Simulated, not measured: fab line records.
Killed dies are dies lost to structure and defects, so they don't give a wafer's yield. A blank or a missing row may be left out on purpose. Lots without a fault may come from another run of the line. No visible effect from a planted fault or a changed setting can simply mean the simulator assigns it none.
What tool caused it? | flow n5-finfet | route of 1938 steps, sampled at 1 step: 12 lots, 36 wafers

WHAT EACH GAUGE READ, for each wafer
N5_BEOL_M8_THK_MEAS_53: measures by xrf.
lot  | measured     | on            | M8_THK (nm)
L075 | day 9 20:18  | film-metro-01 | 78.3 79.7 80.5
L078 | day 10 04:42 | film-metro-02 | 79.0 79.0 79.2
L079 | day 11 03:20 | film-metro-01 | 79.3 79.0 79.2
L081 | day 11 19:25 | film-metro-01 | 81.8 82.7 80.2
L084 | day 12 22:13 | film-metro-01 | 79.9 80.7 80.6
L086 | day 13 00:24 | film-metro-02 | 80.5 79.3 79.7
L085 | day 13 16:07 | film-metro-01 | 82.8 81.1 81.3
L089 | day 14 08:19 | film-metro-01 | 76.1 77.2 77.7
L091 | day 14 14:27 | film-metro-02 | 81.0 79.5 77.2
L093 | day 14 19:51 | film-metro-02 | 78.0 78.2 78.0
L095 | day 15 03:12 | film-metro-02 | 77.3 77.1 78.6
L097 | day 16 06:55 | film-metro-02 | 78.8 79.0 78.2

TOOL THAT RAN EACH LOT (tool first, then ch and the chambers of the sampled wafers, then the start)
There is no process step in the record ahead of these readings.

THE ANSWER, worked out from the rows above alone
Rule: the usual values come from the lots themselves. Put in order of their means at a reading, lots are off if they are a third of the lots or fewer, leave a main group of 4 or more, and stand apart from it by a gap of 3 or more times the standard deviation of the main group's means; of several such gaps the widest counts. A main group whose means are all the same, to the digits that the tables above print for the reading, isn't used. Also off: a lot with no number at a reading for which 4 or more lots have one. All remaining lots with rows at the step are treated as sound.
Across all readings shown, no lot is off: no conclusion can be drawn from this.

WHAT THE SIMULATOR HAD INSERTED
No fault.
